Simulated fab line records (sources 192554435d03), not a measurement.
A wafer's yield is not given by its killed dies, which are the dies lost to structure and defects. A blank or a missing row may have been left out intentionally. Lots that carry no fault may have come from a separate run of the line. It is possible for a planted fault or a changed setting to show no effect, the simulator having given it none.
Struck lot and sound lot, side by side	flow n5_finfet	37 out of 1938 route steps
Sound: these wafers, L164.1, L164.4, L164.5. Struck: wafers L155.3, L155.5, L155.6. The cause is given at the end.
Per side, at each step with rows, come the tool, then ch with its chambers, and then its first start. Under that, the readings that differ: sound wafers	struck wafers	difference of the means	sigmas: that difference in standard deviations of wafers without a fault.
alike: same words and numbers on both sides, and readings whose means sit less than 2 such deviations apart. not compared: any withheld reading, any reading some wafer has no value for, any bound like >300 that may hide the same value, and any number with overlapping values for which the record gives no deviation.
The two part at a step that has a row with sigmas, a row that says differs or no value, or rows on one side only. Numbers that have no deviation but don't overlap get no sigmas and don't part them. A reading that every wafer of one side lacks parts them only if that side has two wafers or more.

first, 9 steps without rows for these wafers: N5_BEOL_M4_ANNEAL_95 (time 240 s); N5_BEOL_M4_SPUTTER_96 (material Cu, target thk 4.5 nm, time 8.29 s); N5_BEOL_M4_ECD_50 (material Cu, target thk 300 nm); N5_BEOL_M4_ANNEAL_51 (time 90 s); N5_BEOL_M4_CMP_52 (polishes, stops on SiOC, t overpolish 6.8 s, target thk 40 nm); N5_BEOL_M4_PRE_CLEAN_60 (time 15 s); N5_BEOL_M4_CO_CAP_55 (material Co, precursor CCTBA/H2, target thk 2 nm, time 102.1 s); N5_BEOL_M4_PRE_CLEAN_56 (time 15 s); N5_BEOL_M4_DEP_57 (deposits SiCN from 3MS/NH3, target thk 8 nm, time 14 s).
N5_BEOL_M4_RC_MEAS_101:
  sound on prober-01 ch 0, day 12 16:58; struck on prober-02 ch 0, day 10 22:29
reading	sound	struck	difference	sigmas
IOFF_N (nA/um)	0.197 0.167 0.206	0.119 0.108 0.134	-0.070	-2
IOFF_P (nA/um)	0.24 0.21 0.24	0.15 0.15 0.18	-0.07	-2
ION_N (uA/um)	690 678 701	671 656 670	-24	-2
VT_N (mV)	245 249 245	253 255 252	+7	+2
  alike: DIBL_N, DIBL_P, ION_P, SS_N, SS_P, VT_P
then, 24 steps without rows for these wafers: N5_BEOL_M5_ILD_DEP_00 (deposits SiCOH lowk from DEMS/porogen, target thk 140.64 nm, time 25.9 s); N5_BEOL_M5_CURE_79 (cures SiCOH lowk, time 240 s); N5_BEOL_M5_PECVD_70 (deposits SiO2 from TEOS/O2, target thk 16 nm, time 18 s); N5_BEOL_M5_HM_DEP_02 (deposits TiN, target thk 20 nm); N5_BEOL_M5_COAT_59 (time 60 s, resist thk 60 nm); N5_BEOL_M5_COAT_60 (time 60 s, resist thk 12 nm); N5_BEOL_M5_COAT_71 (time 60 s, resist thk 5 nm); N5_BEOL_M5_COAT_05 (resist thk 30 nm); N5_BEOL_M5_EBR_07; N5_BEOL_M5_SOFTBAKE_06 (time 60 s); N5_BEOL_M5_EXPOSE_08 (exposes mask M5, target cd 28 nm); N5_BEOL_M5_PEB_09 (peb time 60 s); N5_BEOL_M5_DEVELOP_10 (develop time 30 s); N5_BEOL_M5_DESCUM_16 (chemistry O2, time 7 s); N5_BEOL_M5_ETCH_72 (etches underlayer in N2/H2, target depth 6.5 nm, time 5.2 s); N5_BEOL_M5_ETCH_61 (etches SiARC in CF4, target depth 15.6 nm, time 26 s); N5_BEOL_M5_ETCH_62 (etches SOC in N2/H2, target depth 75 nm, overetch 15 nm, time 112.5 s); N5_BEOL_M5_STRIP_63 (strips in N2/H2); N5_BEOL_M5_STRIP_73 (strips in N2/H2); N5_BEOL_M5_STRIP_64 (strips in CF4); N5_BEOL_M5_HM_OPEN_17 (chemistry Cl2/BCl3, target TiN, target depth 20 nm, overetch 6 nm); N5_BEOL_M5_STRIP_19 (strips in O2); N5_BEOL_M5_COAT_65 (time 60 s, resist thk 60 nm); N5_BEOL_M5_COAT_66 (time 60 s, resist thk 12 nm).
N5_BEOL_M8_ECD_50: material Cu, target thk 300 nm.
  sound on ecd_cu-01 ch 0, day 14 12:44; struck on ecd_cu-01 ch 0,1, day 12 13:53
N5_BEOL_M8_CMP_52: polishes, stops on SiCOH lowk, t overpolish 6.9 s, target thk 80 nm.
  sound on cmp-04 ch 0,1, day 14 13:31; struck on cmp-02 ch 0,3, day 12 14:17
reading	sound	struck	difference	sigmas
motor_current_A (A)	5.6 5.0 5.7	7.1 7.5 6.8	+1.7	+2
time_to_endpoint_s (s)	60 60 59	4 4 1	-57	-18
  alike: retaining_ring_pressure_frac
-- the record jumps here: 3 days lie between the struck wafers' starts before and after (it left off in module BEOL_M8 and takes up again in module PASSIVATION, whose first step shown is number 1936 of the route) --
N5_PASSIVATION_PROBE_49:
  sound on prober-01, day 17 07:28; struck on prober-01, day 15 19:38
reading	sound	struck	difference	sigmas
defect_limited_yield (%)	93.9 91.7 90.5	0 0 0	-92	-66
killed_at_M4_up	8 14 13	1098 1107 1113	+1094	+99 or more
killed_dies	72 98 112	1180 1180 1180	+1086	+68
killed_on_rim	10 13 13	152 152 152	+140	+34
sort_bin_5_function (%)	3.2 4.3 5.5	97.5 97.4 97.7	+93.2	+99 or more
sort_n_pass	1108 1082 1068	0 0 0	-1086	-64
sort_yield_pct (%)	93.9 91.7 90.5	0 0 0	-92	-61
  alike: killed_at_M0_to_M3, killed_at_contacts, killed_at_front_end, killed_at_other, killed_open, killed_short, sort_bin_6_memory

## WHERE THEY PART
First at N5_BEOL_M4_RC_MEAS_101; last, within this record, at N5_PASSIVATION_PROBE_49.

WHY: what the simulator had put in
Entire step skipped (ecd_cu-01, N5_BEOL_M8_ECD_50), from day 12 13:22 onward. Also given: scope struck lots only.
